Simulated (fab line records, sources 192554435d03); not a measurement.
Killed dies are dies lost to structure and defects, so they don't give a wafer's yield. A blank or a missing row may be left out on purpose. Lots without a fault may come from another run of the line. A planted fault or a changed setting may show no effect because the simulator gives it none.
Problem report in the 8D (eight disciplines) form, filled by code | flow n5_finfet | the parts of the form that need people (team, actions taken, sign-off) are left out

1. THE PROBLEM
RS_SD_N at N5_SD_ACTIVATION_RS_MEAS_03 reads a mean of 23.53 ohm/sq on 6 wafers of 2 lots; wafers without a fault read 21.93 ohm/sq with a standard deviation of 0.26. That is +6.2 standard deviations from the usual mean.
The step: measures by four-point-probe.
First seen on wafer L568.2, day 5 15:07, on film_metro-01. The record holds 27 wafers of 9 lots with a number at this step. Rule for "out", or "out of limits": more than 4 standard deviations from the usual mean. The other wafers with a number count as sound.

2. WHAT IT IS AND WHAT IT IS NOT
question                    | is                     | is not
which readings at this step | RS_SD_N                | -
which lots                  | L568, L570             | L559, L564, L569, L573, L580, L581, L582
which wafers of those lots  | all that have a number | -
read on which gauges        | film_metro-01          | film_metro-02
when                        | from day 5 15:07       | up to then (6 sound wafers); but 15 sound wafers of L569, L573, L580, L581, L582 came after

3. SUSPECTS, AND WHAT RULES EACH OUT
Counting: a tool at a process step up to the reading stays a suspect if it ran every lot that is out and no sound lot after the first of them.
- the gauge at N5_SD_ACTIVATION_RS_MEAS_03: ruled out. All the wafers that are out were read on film_metro-01, but those of them that N5_BEOL_M4_RC_MEAS_101 has rows for are out there too, on other tools.
- epi_rpcvd-03 at N5_SD_EPI_N_EPI_21 (deposits Si:P, time 690 s): ruled out as a lasting fault. Sound lots L580, L581, L582 ran on it after its first lot that is out, L568 (day 5 08:24).
Left after counting: nothing in the record.

4. THE CAUSE (what the simulator had put in)
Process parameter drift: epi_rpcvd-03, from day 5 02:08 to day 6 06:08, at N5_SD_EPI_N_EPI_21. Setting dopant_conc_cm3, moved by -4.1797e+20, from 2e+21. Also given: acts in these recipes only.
Counting ruled it out, wrongly: the rule takes a fault to strike every lot that its tool runs from its start on, and this one did not.

5. THE CHAIN OF EFFECTS, in route order
Each row: a reading whose mean over the struck wafers that have a number lies more than 3 standard deviations from the usual. Only readings for which the record gives a usual standard deviation are gone through. hours: the time from each lot's start at the first step in this table that gives one to its start at this step, as a median over the lots. sigmas: the change in usual standard deviations.
hours | step                        | reading          | usual        | on struck wafers | change | sigmas
0     | N5_SD_ACTIVATION_RS_MEAS_03 | RS_SD_N          | 21.93 ohm/sq | 23.53            | +1.60  | +6.2
135   | N5_BEOL_M4_RC_MEAS_101      | RC_DENSE_N       | 19.1 ohm.um  | 20.5             | +1.4   | +4.1
135   | N5_BEOL_M4_RC_MEAS_101      | RC_N             | 15.54 ohm.um | 16.62            | +1.08  | +4.1
135   | N5_BEOL_M4_RC_MEAS_101      | REXT_N           | 75.0 ohm.um  | 80.2             | +5.2   | +3.7
135   | N5_BEOL_M4_RC_MEAS_101      | RS_SD_N          | 28.5 ohm/sq  | 30.4             | +1.9   | +5.6
245   | N5_PASSIVATION_PROBE_49     | sort_bin_8_speed | 0.00 %       | 0.03             | +0.03  | +3.8
The process steps in it:
- N5_PASSIVATION_PROBE_49
Later measuring or inspecting steps at which every struck wafer that the step has a row for has a number for every such reading, and none has moved that far: N5_ILD0_THK_MEAS_08.

6. WHAT WOULD HAVE CAUGHT IT SOONER
In this record the first reading out of limits at a measuring or inspecting step was taken at day 5 15:07, 13 hours after the fault began at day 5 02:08.
